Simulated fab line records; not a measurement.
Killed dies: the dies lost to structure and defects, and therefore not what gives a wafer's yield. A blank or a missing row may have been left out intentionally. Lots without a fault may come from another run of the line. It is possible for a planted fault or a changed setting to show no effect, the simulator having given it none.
Struck lot and sound lot, side by side || flow nand harc || 13 steps out of a route of 1159
Sound: the wafers L553.2, L553.4, L553.6. Struck: wafer L533.3 (left out: L533.1, L533.6 of the same lot, which were not struck); the cause appears at the end.
Per side, at each step with rows, come the tool, then ch with its chambers, and then its first start. Under that, the readings that differ: sound wafers || struck wafers || difference of the means || sigmas: that difference in standard deviations of wafers without a fault.
alike: words and numbers the same on both sides, and readings whose means are apart by under 2 such deviations; not compared: readings that were withheld, readings missing a value for some wafer, numbers with overlapping values and no deviation given by the record, and bounds like >300 which may hide the same value.
A row with sigmas, a row that says differs or no value, or rows on one side alone: a step with any of these is where the two part. Non-overlapping numbers with no deviation appear without sigmas and do not part them. Lack of a reading on every wafer of one side parts them only where that side has two or more wafers.

NHARC_A_SLIT_ETCH_26: etches the open film in C4F8/O2/Ar, time 90 s, target depth 400 nm.
  sound on har etch-01 ch 0,1, day 19 19:40; struck on har etch-02 ch 1, day 15 05:46
  alike: drypump motor current A, rf fwd power W, showerhead plenum p Torr, throttle valve pct
  not compared: rf hours counter h
then, 1 step without rows for these wafers: NHARC_A_SLIT_STRIP_28 (strips in O2/COS).
NHARC_A_SLIT_ETCH_29: etches the open film in CF4/O2, target depth 100 nm, overetch 10 nm, time 55 s.
  sound on rie diel-06 ch 0,1,3, day 19 20:16; struck on rie diel-13 ch 0, day 15 06:21
{"reading": "drypump motor current A (A)", "sound": "5.6 5.7 5.4", "struck": 4.7, "difference": -0.9, "sigmas": -2}
  alike: oes product au, rf fwd power W, rf vpp V, showerhead plenum p Torr, throttle valve pct
  not compared: rf hours counter h
NHARC_A_SLIT_STRIP_18: strips in O2.
  sound on rie diel-06 ch 1,2; struck on rie diel-13 ch 0
{"reading": "drypump motor current A (A)", "sound": "5.6 5.8 5.8", "struck": 4.7, "difference": -1.0, "sigmas": -3}
{"reading": "rf vpp V (V)", "sound": "56.8 57.1 57.9", "struck": 59.4, "difference": "+2.1", "sigmas": "+3"}
  alike: oes product au, showerhead plenum p Torr, throttle valve pct
  not compared: rf hours counter h
then, 2 steps without rows for these wafers: NHARC_A_SLIT_PRECLEAN_19 (cleans in SC1); NHARC_A_SLIT_SRD_20.
NHARC_A_SLIT_CD_MEAS_21:
  sound on cd sem-03, day 19 20:47; struck on cd sem-01, day 15 06:54
  alike: cd nm
then, 3 steps without rows for these wafers: NHARC_A_SIN_REMOVE_WET_00 (chemistry H3PO4, time 15300 s); NHARC_A_SIN_REMOVE_PRECLEAN_01 (cleans in SC1); NHARC_A_SIN_REMOVE_SRD_02.
NHARC_A_SIN_REMOVE_INSPECT_04:
  sound on defect inspect-02, day 20 04:31; struck on defect inspect-01, day 15 14:05
  alike: raw defect count
NHARC_A_WL_FILL_ALD_00: deposits Al2O3, target thk 3 nm, pulse time 3 s, ald cycles 30.
  sound on ald hk-03 ch 0,1,2, day 20 04:37; struck on ald hk-03 ch 3, day 15 14:10
{"reading": "ald cycles", "sound": "30 30 30", "struck": 42, "difference": "+12", "sigmas": ""}
{"reading": "heater power w (W)", "sound": "555 438 502", "struck": 409, "difference": -89, "sigmas": -2}
  alike: precursor pulse height rel, susceptor temp C
  not compared: since wet clean h
NHARC_A_WL_FILL_RTA_01: time 5 s.
  sound on rtp anneal-02 ch 0, day 20 04:53; struck on rtp anneal-02 ch 0, day 15 14:25
  alike: lamp power pct, wafer_temp_C_max

== WHERE THEY PART ==
Last at NHARC_A_WL_FILL_ALD_00 as far as this record goes, first at NHARC_A_SLIT_ETCH_29. Later steps at which nothing parts them and some readings are alike: NHARC_A_WL_FILL_RTA_01.

WHY: whatever the simulator had introduced
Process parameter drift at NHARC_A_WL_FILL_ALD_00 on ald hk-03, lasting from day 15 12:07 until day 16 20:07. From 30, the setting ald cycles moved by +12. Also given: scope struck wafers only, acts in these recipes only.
